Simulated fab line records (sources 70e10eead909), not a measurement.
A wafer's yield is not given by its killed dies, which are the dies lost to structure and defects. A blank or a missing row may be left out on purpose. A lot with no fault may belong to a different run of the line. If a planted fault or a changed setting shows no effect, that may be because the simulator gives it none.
Comparing a struck lot with a sound one | flow nandHarc | 14 out of 1159 route steps
Sound: the wafers L723.4, L723.5, L723.6. Struck: wafer L729.2. (L729.3 of the same lot was not struck and is left out.) The cause comes at the end.
For every step that has rows: the tool of each side, followed by ch and its chambers, followed by its first start. Under that, the readings that differ: sound wafers | struck wafers | difference of the means | sigmas: that difference in standard deviations of wafers without a fault.
alike: a reading whose means differ by less than 2 such deviations, as well as words and numbers matching on both sides. not compared: withheld readings; readings where some wafer has no value; bounds like >300 that might hide an equal value; numbers whose values overlap and for which the record gives no deviation.
A row with sigmas, a row that says differs or no value, or rows on one side alone: a step with any of these is where the two part. Numbers that don't overlap but have no deviation are shown without sigmas and don't part them. Lack of a reading on every wafer of one side parts them only where that side has two or more wafers.

first, 7 steps without rows for these wafers: NHARC_A_SGD_CUT_COAT_57 (time 65 s); NHARC_A_SGD_CUT_COAT_03 (resist thk 90 nm); NHARC_A_SGD_CUT_SOFTBAKE_04 (time 55 s); NHARC_A_SGD_CUT_EBR_05; NHARC_A_SGD_CUT_EXPOSE_06 (exposes mask SGD); NHARC_A_SGD_CUT_PEB_07 (peb time 65 s); NHARC_A_SGD_CUT_DEVELOP_08 (develop time 35 s).
NHARC_A_SGD_CUT_CD_MEAS_09: target cd 100 nm.
  sound on cdSem-01 ch 0, day 14 13:23; struck on cdSem-02 ch 0, day 16 20:50
  alike: cdNm
NHARC_A_SGD_CUT_OVL_MEAS_10:
  struck on overlay-02, day 16 20:56; sound on overlay-01, day 14 13:28
reading         | sound       | struck | difference | sigmas
overlayXNm (nm) | 1.1 1.3 1.5 | -0.3   | -1.6       | -2
  alike: overlayYNm
NHARC_A_SGD_CUT_INSPECT_11:
  struck on defectInspect-01, day 16 20:58; sound on defectInspect-01, day 14 13:30
  alike: rawDefectCount
NHARC_A_SGD_CUT_DESCUM_14: chemistry O2, time 3 s.
  sound on rieDiel-06 ch 2,3, day 14 13:34; struck on rieDiel-06 ch 0, day 16 21:02
reading                      | sound             | struck | difference | sigmas
chamberPressureMTorr (mTorr) | 59.95 59.97 59.96 | 60.09  | +0.13      | +2
drypumpMotorCurrentA (A)     | 5.9 5.8 5.9       | 4.8    | -1.1       | -3
  alike: oesProductAu, rfVppV, showerheadPlenumPTorr, throttleValvePct
  not compared: rfHoursCounterH
NHARC_A_SGD_CUT_ETCH_58: etches the open film in CF4, target depth 39 nm, time 65 s.
  sound on rieDiel-06 ch 0,1,2, day 14 13:39; struck on rieDiel-06 ch 0, day 16 21:07
  alike: chamberPressureMTorr, drypumpMotorCurrentA, oesProductAu, rfVppV, showerheadPlenumPTorr, throttleValvePct
  not compared: overEtchFrac, rfHoursCounterH
NHARC_A_SGD_CUT_ETCH_59: etches the open film in N2/H2, target depth 260 nm, time 406.25 s.
  sound on rieDiel-06 ch 0,1, day 14 13:46; struck on rieDiel-06 ch 1, day 16 21:12
reading              | sound                | struck  | difference | sigmas
overEtchFrac         | 0.25 0.25 0.25       | 0.50138 | +0.25138   | 
throttleValvePct (%) | 14.174 14.178 14.183 | 14.151  | -0.027     | -3
  alike: chamberPressureMTorr, drypumpMotorCurrentA, oesProductAu, rfVppV, showerheadPlenumPTorr
  not compared: rfHoursCounterH
NHARC_A_SGD_CUT_ETCH_15: etches the open film in CH3F/O2, target depth 75 nm, time 64.3 s.
  sound on rieDiel-06 ch 0,1,3; struck on rieDiel-06 ch 0
  alike: chamberPressureMTorr, drypumpMotorCurrentA, oesProductAu, rfVppV, showerheadPlenumPTorr, throttleValvePct
  not compared: rfHoursCounterH

== WHERE THEY PART ==
Earliest at NHARC_A_SGD_CUT_OVL_MEAS_10; latest, in this record, at NHARC_A_SGD_CUT_ETCH_59. Later steps at which nothing parts them and some readings are alike: NHARC_A_SGD_CUT_ETCH_15.

WHY: whatever the simulator had introduced
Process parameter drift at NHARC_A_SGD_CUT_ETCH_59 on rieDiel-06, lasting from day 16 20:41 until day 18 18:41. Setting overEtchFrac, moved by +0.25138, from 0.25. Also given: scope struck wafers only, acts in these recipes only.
